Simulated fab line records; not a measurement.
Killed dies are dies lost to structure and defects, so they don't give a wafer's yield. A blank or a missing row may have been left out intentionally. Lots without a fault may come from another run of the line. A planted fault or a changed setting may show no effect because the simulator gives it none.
Chamber matching | flow n5 finfet | 4 sister chambers for N5_BEOL_M6_ETCH_66 on rie diel-05
The step etches SOC in N2/H2, target depth 80 nm, overetch 16 nm, time 120 s. 8 wafers are shown with their chamber, then 10 later ones without.

WAFERS WITH THEIR CHAMBER
wafer  | chamber | drypump motor current A (A) | throttle valve pct (%)
L077.2 | 0       | 5.9                         | 17.83
L079.6 | 0       | 5.9                         | 17.82
L083.6 | 1       | 5.0                         | 17.73
L087.1 | 1       | 5.0                         | 17.76
L087.5 | 2       | 5.9                         | 17.74
L087.6 | 3       | 6.1                         | 17.62
L089.1 | 2       | 6.0                         | 17.75
L089.3 | 3       | 6.1                         | 17.63

WAFERS WITHOUT THEIR CHAMBER
wafer  | drypump motor current A (A) | throttle valve pct (%)
L089.4 | 5.9                         | 17.39
L088.1 | 5.9                         | 17.42
L088.4 | 6.0                         | 17.76
L088.5 | 5.9                         | 17.40
L092.2 | 5.9                         | 17.40
L092.4 | 5.9                         | 17.41
L092.6 | 5.0                         | 17.77
L096.1 | 6.0                         | 17.78
L096.4 | 5.9                         | 17.42
L096.6 | 5.9                         | 17.78

CHAMBER TAKEN BY EACH
wafer  | from the rows above     | in truth
L089.4 | 3                       | 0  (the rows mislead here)
L088.1 | 3                       | 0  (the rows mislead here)
L088.4 | 2                       | 2
L088.5 | 3                       | 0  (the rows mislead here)
L092.2 | 3                       | 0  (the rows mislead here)
L092.4 | 3                       | 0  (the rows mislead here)
L092.6 | 1                       | 1
L096.1 | can't be placed: 2 or 0 | 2
L096.4 | 3                       | 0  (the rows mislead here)
L096.6 | can't be placed: 2 or 0 | 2
Correctly placed: 2 of 10. Not placeable from these rows: 2 (in 2, the candidates include the true chamber). 6 placed wrongly.
How it was worked out, from the rows above alone: a wafer's distance from a chamber is the root of the sum, over the readings, of the square of ((its reading less the chamber's mean) divided by the reading's scatter). The wafer belongs to the nearest chamber; if the next one is less than 2 further off, it can't be placed. A chamber's mean is the mean of its shown wafers. The scatter: take each reading less its chamber's mean, square it, sum over the shown wafers, divide by the number of wafers less the number of chambers, and take the root.
